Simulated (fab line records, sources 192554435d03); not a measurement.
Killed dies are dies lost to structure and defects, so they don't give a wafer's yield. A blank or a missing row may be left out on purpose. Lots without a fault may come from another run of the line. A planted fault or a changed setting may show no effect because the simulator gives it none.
fab line records | flow n5_finfet
record lots=12 wafers=26 last_day=19
route steps=1938 shown BEOL_M12@1639 BEOL_M13@1659
lots that met no fault: from a run of the same line without faults
start_h: hours from the record's first day to the start of the lot's first wafer shown | wait_h: hours since the lot's step before | " the same as in the row above | L1.1+2: a row that stands for several wafers | - no value, or no start given | * or withheld: withheld | < > ~ a bound
route shown NAME@n: a module of which the file shows steps, and the number in the route of the first | usual: mean/standard deviation of fault-free wafers | same: alike in all rows | chamber/n: place in a boat | sites: the reading at each site | _std_site: their standard deviation | _edge_site: outer sites' mean less inner sites' | radius_mm: how far each site lies from the wafer's centre | mask NAME#n: copy n | behind: the tool/chamber that last shaped the wafer | hold: why the lot was held/for how many hours/how that ended | device: the transistor (n, p or np) that didn't switch | end of line: the same wafers' tests at the end of the route | a step without rows: its recipe alone | killed: dies lost to structure and defects at the first sort, not the wafer's yield | map: a wafer's dies, x killed, . not, _ none there
set.NAME: the setting as run; set.NAME@STEP: as run at that earlier step | model.NAME: the simulator's own value behind a step, which no gauge read
steps of the route over a sample of lots; a table a step, a row a wafer
services: from which hour (start_h, from the record's first day; less than 0 if before it) a tool's chamber was out of use, for how many hours, and why
## steps
# step N5_BEOL_M12_TRENCH_ETCH_34
# recipe chemistry=C4F8/O2/Ar target=SiOC target_depth_a=3189.5 mask_material=SOC pressure_mtorr=30 source_w=3000 bias_w=700 Ar_flow_sccm=400 C4F8_flow_sccm=15 O2_flow_sccm=8 he_inner_torr=15 he_outer_torr=30 time_s=125.5 ion_energy_ev=250
# usual O2_flow_sccm=8.000/0.025 drypump_motor_current_A=5.6/0.46 he_outer_torr=30.00/0.057 oes_product_au=0.82/0.079 rf_vpp_V=666.1/2.8 showerhead_plenum_p_Torr=3.43/0.098 throttle_valve_pct=24.13/0.25
# same time_s=125.5
# columns lot.wafer tool chamber start_h wait_h O2_flow_sccm drypump_motor_current_A he_outer_torr oes_product_au rf_hours_counter_h rf_vpp_V showerhead_plenum_p_Torr throttle_valve_pct
L821.3 rie_diel-02 1 251.14 0.0 8.009 5.5 30.02 0.95 12 662.8 3.37 24.30
L821.4 " 3 " " 8.030 5.7 30.03 0.87 34 663.1 3.34 23.91
L824.3 rie_diel-03 0 302.35 0.0 8.010 5.0 29.87 0.79 84 667.4 3.43 24.13
L824.6 " 1 " " 8.006 5.8 30.00 0.97 - 663.7 3.35 23.77
L823.1 rie_diel-02 0 303.81 0.0 8.014 6.3 29.89 0.76 125 665.5 3.43 24.52
L823.5 " 3 " " 8.020 5.7 30.01 0.85 - 661.9 3.33 23.95
L826.1 rie_diel-04 2 316.30 0.0 8.000 6.2 30.01 0.88 47 670.6 3.61 24.12
L826.3 " 3 " " 7.941 6.0 30.02 0.84 64 669.4 3.43 24.08
L826.4 " 1 " " 7.989 5.7 29.98 0.72 - 662.6 3.41 24.49
L825.1 rie_diel-02 3 326.68 0.0 7.989 5.7 30.13 0.84 59 663.3 3.32 23.96
L825.2 " 1 " " 8.004 5.5 30.12 0.91 34 663.2 3.36 24.33
L832.2 rie_diel-02 2 346.15 0.0 8.008 5.2 30.03 0.72 184 667.4 3.51 23.97
L832.4 " 2 " " 7.970 5.2 30.09 0.71 - 667.7 3.51 23.98
L834.1 rie_diel-04 0 351.07 0.0 7.967 5.8 30.05 0.96 12 667.2 3.48 23.73
L834.4 " 2 " " 7.982 6.2 30.04 0.85 62 670.4 3.60 24.15
L839.1 rie_diel-03 1 383.01 0.0 8.020 5.8 30.04 0.89 32 664.5 3.34 23.80
L839.3 " 0 " " 8.021 5.0 30.01 0.76 111 666.5 3.42 24.15
L836.1 rie_diel-03 0 385.74 0.0 7.950 5.0 29.97 0.77 112 666.6 3.42 24.19
L836.2 " 3 " " 8.009 4.9 29.94 0.82 79 670.6 3.60 24.12
L840.1 rie_diel-02 3 393.65 0.0 7.984 5.7 29.99 0.82 74 662.8 3.32 23.97
L840.2 " 0 " " 8.016 6.3 29.99 0.73 163 665.6 3.41 24.59
L841.1 rie_diel-04 3 400.29 0.0 8.003 6.0 30.07 0.81 97 666.5 3.41 24.13
L841.5 " 0 " " 8.015 5.8 30.09 0.91 - 667.2 3.47 23.76
L841.6 " 3 " " 8.009 6.0 30.06 0.80 - 666.9 3.41 24.14
L842.3 rie_diel-02 3 415.74 0.0 8.009 5.7 30.00 0.82 83 663.8 3.31 23.99
L842.6 " 1 " " 8.034 5.5 29.90 0.85 - 663.3 3.34 24.37
# step N5_BEOL_M12_OCD_MEAS_35
# usual trench_depth_nm=321/6.8
# columns lot.wafer tool chamber start_h wait_h trench_depth_nm
L821.3 ocd-02 - 251.30 0.0 323
L821.4 " - " " 316
L824.3 ocd-01 - 302.50 0.0 314
L824.6 " - " " 331
L823.1 ocd-01 - 303.97 0.0 311
L823.5 " - " " 317
L826.1 ocd-02 - 316.46 0.0 324
L826.3 " - " " 314
L826.4 " - " " 323
L825.1 ocd-02 - 326.83 0.0 320
L825.2 " - " " 330
L832.2 ocd-02 - 346.31 0.0 318
L832.4 " - " " 316
L834.1 ocd-01 - 351.22 0.0 329
L834.4 " - " " 323
L839.1 ocd-02 - 383.16 0.0 325
L839.3 " - " " 317
L836.1 ocd-01 - 385.89 0.0 319
L836.2 " - " " 322
L840.1 ocd-01 - 393.80 0.0 314
L840.2 " - " " 309
L841.1 ocd-02 - 400.50 0.0 316
L841.5 " - " " 329
L841.6 " - " " 315
L842.3 ocd-02 - 415.90 0.0 321
L842.6 " - " " 321
# step N5_BEOL_M12_ANNEAL_48
# recipe temp_c=225 time_s=90 ambient=N2
# usual wafer_temp_C_max=226.3/0.32
# same time_s=90
# columns lot.wafer tool chamber start_h wait_h wafer_temp_C_max
L821.3 rtp_anneal-01 0 253.98 0.2 226.4
L821.4 " 0 " " 226.7
L824.3 rtp_anneal-02 0 304.48 0.2 226.3
L824.6 " 0 " " 226.7
L823.1 rtp_anneal-01 0 304.97 0.1 226.3
L823.5 " 0 " " 226.4
L826.1 rtp_anneal-02 0 319.57 1.0 226.2
L826.3 " 0 " " 226.3
L826.4 " 0 " " 226.4
L825.1 rtp_anneal-02 0 329.47 0.1 226.5
L825.2 " 0 " " 225.9
L832.2 rtp_anneal-01 0 349.18 0.5 226.5
L832.4 " 0 " " 226.3
L834.1 rtp_anneal-02 0 354.32 0.7 226.8
L834.4 " 0 " " 226.7
L839.1 rtp_anneal-02 0 385.05 0.4 226.1
L839.3 " 0 " " 226.0
L836.1 rtp_anneal-02 0 387.00 0.1 226.9
L836.2 " 0 " " 226.4
L840.1 rtp_anneal-01 0 397.45 0.3 226.1
L840.2 " 0 " " 226.1
L841.1 rtp_anneal-01 0 404.40 0.2 225.9
L841.5 " 0 " " 225.9
L841.6 " 0 " " 225.8
L842.3 rtp_anneal-01 0 418.11 0.6 226.0
L842.6 " 0 " " 226.3
# step N5_BEOL_M13_ILD_DEP_00
# recipe material=SiOC target_thk_a=8379.2 temp_c=350 precursor=DEMS/O2 pressure_torr=5 rf_w=500 time_s=166.4
# usual heater_power_w=493/71 run_length_s=211.3/0.47 showerhead_plenum_p_Torr=5.698/0.017 showerhead_vpp_V=1342/59 throttle_valve_pct=11.9/0.57
# columns lot.wafer tool chamber start_h wait_h heater_power_w run_length_s showerhead_plenum_p_Torr showerhead_vpp_V throttle_valve_pct
L821.3 pecvd-02 1 254.67 0.0 412 212.1 5.694 1300 12.9
L821.4 " 0 " " 463 211.3 5.706 1415 12.0
L824.3 pecvd-04 2 305.17 0.0 555 211.0 5.679 1256 11.6
L824.6 " 0 " " 603 211.0 5.675 1401 11.6
L823.1 pecvd-03 0 305.75 0.0 470 211.1 5.720 1316 11.9
L823.5 " 0 " " 373 210.8 5.709 1319 11.8
L826.1 pecvd-02 0 320.37 0.0 570 211.5 5.717 1427 12.2
L826.3 " 2 " " 474 211.6 5.706 1369 11.6
L826.4 " 1 " " 444 211.8 5.699 1273 12.8
L825.1 pecvd-03 2 330.25 0.0 505 210.7 5.693 1322 12.1
L825.2 " 1 " " 402 212.1 5.710 1340 12.0
L832.2 pecvd-02 0 349.93 0.0 531 211.7 5.699 1417 12.0
L832.4 " 0 " " 568 211.3 5.695 1414 12.0
L834.1 pecvd-04 0 355.10 0.0 575 210.9 5.674 1390 11.7
L834.4 " 0 " " 602 211.6 5.689 1406 11.5
L839.1 pecvd-03 2 385.83 0.0 551 211.0 5.688 1308 11.9
L839.3 " 1 " " 364 211.3 5.704 1326 12.1
L836.1 pecvd-04 0 387.82 0.0 613 211.2 5.674 1409 11.7
L836.2 " 2 " " 571 237.7 5.681 1253 11.1
L840.1 pecvd-04 2 398.23 0.0 570 210.5 5.666 1256 10.9
L840.2 " 0 " " 588 238.2 5.665 1398 12.1
L841.1 pecvd-02 1 405.18 0.0 387 212.2 5.718 1292 12.7
L841.5 " 0 " " 464 211.2 5.716 1407 12.0
L841.6 " 2 " " 539 210.7 5.692 1374 11.6
L842.3 pecvd-04 2 418.80 0.0 613 210.9 5.695 1230 11.5
L842.6 " 2 " " 631 237.7 5.677 1235 11.2
# step N5_BEOL_M13_THK_MEAS_01
# recipe reads=SiOC_of_BEOL_M13_ILD_DEP_00
# usual M13_ILD_THK=845/11
# columns lot.wafer tool chamber start_h wait_h M13_ILD_THK[nm]
L821.3 film_metro-01 - 254.82 0.1 856
L821.4 " - " " 857
L824.3 film_metro-01 - 305.32 0.1 834
L824.6 " - " " 857
L823.1 film_metro-01 - 305.90 0.1 840
L823.5 " - " " 858
L826.1 film_metro-02 - 320.52 0.1 832
L826.3 " - " " 843
L826.4 " - " " 857
L825.1 film_metro-01 - 330.40 0.1 821
L825.2 " - " " 837
L832.2 film_metro-01 - 350.08 0.1 841
L832.4 " - " " 861
L834.1 film_metro-02 - 355.25 0.1 850
L834.4 " - " " 849
L839.1 film_metro-02 - 385.98 0.1 836
L839.3 " - " " 846
L836.1 film_metro-01 - 388.03 0.2 840
L836.2 " - " " 968
L840.1 film_metro-01 - 398.44 0.2 836
L840.2 " - " " 985
L841.1 film_metro-02 - 405.33 0.1 836
L841.5 " - " " 834
L841.6 " - " " 835
L842.3 film_metro-02 - 418.95 0.1 839
L842.6 " - " " 990
# step N5_BEOL_M13_STRIP_63
# recipe chemistry=N2/H2 power_w=1000 temp_c=250 h2_frac=0.65 overash_fraction=0.3 pressure_mtorr=1000 n2_flow_sccm=1750 h2_flow_sccm=3250
# usual drypump_motor_current_A=5.8/0.36 heater_power_w=326/24 oes_product_au=0.673/0.0055 strip_time_to_endpoint_s=27.2/1.1 temp_c=249.98/0.18
# columns lot.wafer tool chamber start_h wait_h drypump_motor_current_A heater_power_w oes_product_au rf_hours_counter_h strip_time_to_endpoint_s temp_c
L821.3 plasma_asher-01 1 255.82 - 5.4 336 0.667 - 26.5 249.82
L821.4 " 0 " " 6.1 303 0.667 - 26.8 250.05
L824.3 plasma_asher-01 0 306.06 - 6.2 312 0.669 - 28.5 250.12
L824.6 " 1 " " 5.3 337 0.672 - 26.6 249.82
L823.1 plasma_asher-01 0 306.75 - 6.2 298 0.680 130 27.7 249.88
L823.5 " 0 " " 6.2 303 0.670 - 26.4 249.98
L826.1 plasma_asher-02 1 321.45 - 5.5 298 0.674 87 28.1 250.11
L826.3 " 0 " " 6.0 364 0.682 - 26.7 249.89
L826.4 " 1 " " 5.6 300 0.664 - 24.9 249.87
L825.1 plasma_asher-02 0 331.20 - 6.1 370 0.670 89 28.5 250.11
L825.2 " 1 " " 5.5 302 0.677 89 27.9 249.79
L832.2 plasma_asher-01 0 350.80 - 6.2 302 0.681 139 27.7 250.07
L832.4 " 0 " " 6.2 302 0.667 - 26.1 249.51
L834.1 plasma_asher-02 1 356.09 - 5.5 302 0.673 96 25.9 250.16
L834.4 " 1 " " 5.6 295 0.677 - 27.4 250.04
L839.1 plasma_asher-01 0 386.81 - 6.2 305 0.677 144 29.1 249.99
L839.3 " 1 " " 5.4 334 0.678 - 28.3 250.15
L836.1 plasma_asher-01 1 388.77 - 5.4 333 0.678 145 28.0 249.77
L836.2 " 0 " " 6.2 302 0.648 145 14.5 250.07
L840.1 plasma_asher-02 0 399.28 - 6.0 363 0.686 105 27.7 249.95
L840.2 " 1 " " 5.5 304 0.612 105 13.1 250.20
L841.1 plasma_asher-01 1 406.48 - 5.3 340 0.677 149 28.4 250.07
L841.5 " 0 " " 6.2 309 0.680 - 27.3 250.14
L841.6 " 1 " " 5.3 347 0.673 - 28.5 249.99
L842.3 plasma_asher-01 1 419.81 - 5.4 343 0.678 - 27.5 249.84
L842.6 " 1 " " 5.4 350 0.602 - 12.9 249.89
## services
# columns tool chamber start_h hours kind
pecvd-02 - 243.26 0.3 repair
rie_diel-04 2 244.17 16.4 repair
pecvd-03 - 246.62 0.8 repair
plasma_asher-02 - 254.20 5.1 pm
pecvd-04 2 262.03 15.0 repair
pecvd-04 - 269.34 2.8 pm
pecvd-04 2 281.82 5.5 scheduled_down
rie_diel-02 1 286.15 11.8 repair
rie_diel-04 0 302.78 - clean
rie_diel-04 0 302.78 - consumable_replace:focus_ring
rie_diel-04 0 302.78 21.6 scheduled_down
pecvd-02 0 305.05 5.5 scheduled_down
rie_diel-02 3 333.88 28.2 repair
rie_diel-03 1 359.08 5.1 repair
pecvd-04 - 363.16 6.0 pm
pecvd-02 1 373.58 2.1 scheduled_down
pecvd-04 1 383.62 - clean
pecvd-04 1 383.62 - consumable_replace:showerhead
pecvd-04 1 383.62 29.0 scheduled_down
pecvd-04 1 383.62 29.0 vent_cycle
rie_diel-04 2 395.37 6.0 repair
pecvd-04 0 401.69 5.5 scheduled_down
rie_diel-02 - 402.40 1.1 repair
plasma_asher-02 - 404.44 3.8 repair
## key
first_sign step=N5_BEOL_M13_ILD_DEP_00 reading=run_length_s direction=up sigmas=56 usual=* struck=*
effect step=N5_BEOL_M13_THK_MEAS_01 reading=M13_ILD_THK direction=up sigmas=13 usual=845 struck=981
effect step=N5_BEOL_M13_STRIP_63 reading=strip_time_to_endpoint_s direction=down sigmas=12 usual=* struck=*
met_at N5_BEOL_M13_ILD_DEP_00
struck_lots L836,L840,L842
struck_wafers L836.2,L840.2,L842.6
not_acting_at N5_BEOL_M12_TRENCH_ETCH_34,N5_BEOL_M12_OCD_MEAS_35,N5_BEOL_M12_ANNEAL_48
onset_between 355.10 387.82
fault kind=process_parameter_drift tool=pecvd-04 chamber=- onset_h=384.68 steps=N5_BEOL_M13_ILD_DEP_00 channel=time_s offset=* shape=step end_h=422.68 scope=struck_wafers_only acts_in=* stated=*
